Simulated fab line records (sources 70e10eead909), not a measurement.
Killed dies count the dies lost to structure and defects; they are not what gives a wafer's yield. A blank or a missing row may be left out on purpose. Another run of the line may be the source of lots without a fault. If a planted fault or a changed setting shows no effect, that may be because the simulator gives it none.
A lot that was struck, set against a sound lot :: flow nand_harc :: 14 out of 1302 route steps
Sound: wafers L790.1, L790.4, L790.5. Struck: wafers L806.3, L806.6. (L806.4 of the same lot was not struck and is left out.) The cause comes at the end.
Each step with rows lists, per side, the tool, then ch with its chambers, then its first start. Under that, the readings that differ: sound wafers :: struck wafers :: difference of the means :: sigmas: that difference in standard deviations of wafers without a fault.
alike: a reading whose means differ by less than 2 such deviations, as well as words and numbers matching on both sides. not compared: withheld readings; readings where some wafer has no value; bounds like >300 that might hide an equal value; numbers whose values overlap and for which the record gives no deviation.
A row with sigmas, a row that says differs or no value, or rows on one side alone: a step with any of these is where the two part. Numbers that don't overlap but have no deviation are shown without sigmas and don't part them. A reading that every wafer of one side lacks parts them only if that side has two wafers or more.

NHARC_P_CONTACT_DESCUM_17: chemistry O2, time 3 s.
  sound on rie_diel-05 ch 0,1,3, day 5 22:35; struck on rie_diel-03 ch 1,2, day 12 14:31
  alike: chamber_pressure_mTorr, drypump_motor_current_A, oes_product_au, rf_vpp_V, showerhead_plenum_p_Torr, throttle_valve_pct
  not compared: rf_hours_counter_h
NHARC_P_CONTACT_ETCH_35: etches the open film in CF4, target depth 39 nm, time 65 s.
  sound on rie_diel-05 ch 0,2,3, day 5 22:40; struck on rie_diel-03 ch 1,3, day 12 14:35
  alike: chamber_pressure_mTorr, drypump_motor_current_A, oes_product_au, rf_vpp_V, showerhead_plenum_p_Torr, throttle_valve_pct
  not compared: rf_hours_counter_h
NHARC_P_CONTACT_ETCH_36: etches the open film in N2/H2, target depth 260 nm, time 406.25 s.
  sound on rie_diel-05 ch 0,1,3; struck on rie_diel-03 ch 1,2
  alike: chamber_pressure_mTorr, drypump_motor_current_A, h2_flow_sccm, oes_product_au, rf_vpp_V, showerhead_plenum_p_Torr, throttle_valve_pct
  not compared: rf_hours_counter_h
NHARC_P_CONTACT_ETCH_18: etches the open film in C4F8/O2/Ar, target depth 481 nm, time 240.5 s.
  sound on rie_diel-05 ch 1,2,3; struck on rie_diel-03 ch 2,3
  alike: chamber_pressure_mTorr, oes_product_au, rf_vpp_V
  not compared: rf_hours_counter_h
then, 2 steps without rows for these wafers: NHARC_P_CONTACT_STRIP_37 (strips in C4F8/O2/Ar); NHARC_P_CONTACT_ETCH_31 (etches the open film in CH3F/O2, target depth 30 nm, time 85.7 s).
NHARC_P_CONTACT_CD_MEAS_19:
  sound on cd_sem-02 at day 5 23:28; struck on cd_sem-02 at day 12 15:31
  alike: cd_nm
then, 5 steps without rows for these wafers: NHARC_P_CONTACT_STRIP_28 (strips in O2); NHARC_P_CONTACT_STRIP_29 (strips in post etch residue remover, time 1200 s); NHARC_P_CONTACT_DEGAS_38 (time 60 s); NHARC_P_CONTACT_PRE_CLEAN_39 (time 19.5 s); NHARC_P_CONTACT_PVD_32 (deposits Ti, target thk 5 nm, time 17.7 s).
NHARC_P_CONTACT_ALD_22: deposits TiN, target thk 3 nm, pulse time 1 s, ald cycles 150.
  sound on ald_metal-02 ch 0,3, day 6 00:25; struck on ald_metal-02 ch 0, day 12 16:31
reading: ald_cycles
sound: 150 150 150
struck: 72 72
difference: -78
sigmas: 

reading: precursor_pulse_height_rel
sound: 1.029 0.996 0.996
struck: 0.950 0.979
difference: -0.042
sigmas: -2
  alike: heater_power_w
NHARC_P_CONTACT_CVD_23: deposits W, target thk 200 nm, time 557 s.
  sound on cvd_w-02 ch 0,1; struck on cvd_w-01 ch 1
  alike: chamber_pressure_Torr, heater_power_w, throttle_valve_pct

## WHERE THEY PART
Only at NHARC_P_CONTACT_ALD_22, within this record. Later steps at which nothing parts them and some readings are alike: NHARC_P_CONTACT_CVD_23.

WHY: what had been put in by the simulator
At NHARC_P_CONTACT_ALD_22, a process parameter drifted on ald_metal-02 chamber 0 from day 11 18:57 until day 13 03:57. A move of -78 in setting ald_cycles, from 150. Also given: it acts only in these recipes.
